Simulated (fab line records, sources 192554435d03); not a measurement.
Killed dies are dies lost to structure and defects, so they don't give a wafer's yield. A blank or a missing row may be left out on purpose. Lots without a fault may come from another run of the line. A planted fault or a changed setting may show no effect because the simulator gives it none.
One fault seen from 2 desks | flow n5_finfet | each desk has only its own numbers; what lay behind them comes last

THE METROLOGY DESK
What the gauges read, lot by lot, whatever tool the lot ran on: means of the sampled wafers that have a number. A lot is out of limits, marked OUT, if its mean lies more than 4 standard deviations from the usual mean; the brackets give that distance.
Columns: A = MIM_BOT_OVL at N5_MIM_BOT_LITHO_OVL_MEAS_11, usual -2 nm
lot  | first seen here | A
L288 | day 11 19:41    | -6
L287 | day 12 13:52    | -1
L289 | day 12 19:02    | -3
L290 | day 12 19:23    | 5
L291 | day 13 01:01    | 2
L293 | day 13 23:43    | 4
L292 | day 14 02:12    | 2
L300 | day 15 13:32    | -3
L303 | day 15 22:56    | -6
L305 | day 16 22:47    | -10
L308 | day 18 02:55    | -4
This desk's finding: nothing out of limits on any of the 11 lots.

THE TOOL OWNER'S DESK: pvd_sputter-01
The tool's own readings at N5_BEOL_M11_HM_DEP_02 (deposits TiN, target thk 20 nm): means of the sampled wafers that have a number, for each lot that ran on this tool. A lot is out of limits, marked OUT, if its mean lies more than 4 standard deviations from the usual mean; the brackets give that distance.
Columns: A = throttle_valve_pct at N5_BEOL_M11_HM_DEP_02, usual 29.3 %
lot  | first seen here | A
L289 | day 11 02:49    | 28.6
L290 | day 11 05:59    | 28.3
L291 | day 11 15:11    | 29.6
L292 | day 12 13:09    | 27.8
This desk's finding: nothing out of limits on any of the 4 lots.

PUT TOGETHER
The metrology desk saw nothing out of limits.
The tool owner's desk saw nothing out of limits.

WHAT THE SIMULATOR HAD PUT IN
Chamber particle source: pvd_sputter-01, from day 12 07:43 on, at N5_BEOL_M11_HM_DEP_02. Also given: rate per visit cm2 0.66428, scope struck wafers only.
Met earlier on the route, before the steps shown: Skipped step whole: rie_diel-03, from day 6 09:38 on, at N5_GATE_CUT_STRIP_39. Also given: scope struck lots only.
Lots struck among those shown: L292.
